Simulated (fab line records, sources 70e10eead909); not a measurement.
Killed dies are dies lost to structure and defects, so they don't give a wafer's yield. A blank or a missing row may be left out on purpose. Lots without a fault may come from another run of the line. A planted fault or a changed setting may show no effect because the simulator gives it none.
Chamber matching | flow nand_harc | NHARC_A_CONTACT_ETCH_92 on rie_diel-08: 4 sister chambers
The step etches the open film in CH3F/O2, target depth 40 nm, time 85.7 s. 7 wafers are shown with their chamber, then 7 later ones without.

WAFERS WITH THEIR CHAMBER
wafer  | chamber | showerhead_plenum_p_Torr (Torr) | rf_vpp_V (V)
L080.3 | 0       | 2.53                            | 246.0
L083.1 | 1       | 2.43                            | 242.4
L083.5 | 1       | 2.43                            | 244.2
L084.1 | 3       | 2.31                            | 242.2
L084.6 | 2       | 2.28                            | 241.0
L086.2 | 3       | 2.30                            | 242.6
L086.4 | 2       | 2.28                            | 242.1

WAFERS WITHOUT THEIR CHAMBER
wafer  | showerhead_plenum_p_Torr (Torr) | rf_vpp_V (V)
L086.6 | 2.43                            | 243.7
L095.1 | 2.51                            | 244.3
L095.4 | 2.66                            | 246.4
L095.5 | 2.30                            | 242.0
L097.1 | 2.42                            | 244.5
L097.2 | 2.30                            | 242.9
L097.4 | 2.66                            | 246.8

WHICH CHAMBER EACH WENT THROUGH
wafer  | from the rows above | in truth
L086.6 | 1                   | 1
L095.1 | 0                   | 0
L095.4 | 0                   | 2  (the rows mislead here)
L095.5 | 3                   | 3
L097.1 | 1                   | 1
L097.2 | 3                   | 3
L097.4 | 0                   | 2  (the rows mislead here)
Placed correctly: 5 of 7. Can't be placed from these rows: 0. Placed wrongly: 2.
How it was worked out, from the rows above alone: a wafer's distance from a chamber is the root of the sum, over the readings, of the square of ((its reading less the chamber's mean) divided by the reading's scatter). The wafer belongs to the nearest chamber; if the next one is less than 2 further off, it can't be placed. A chamber's mean is the mean of its shown wafers. The scatter: the root of (the sum of the squares of (reading less its chamber's mean) over the shown wafers, divided by (wafers less chambers)).
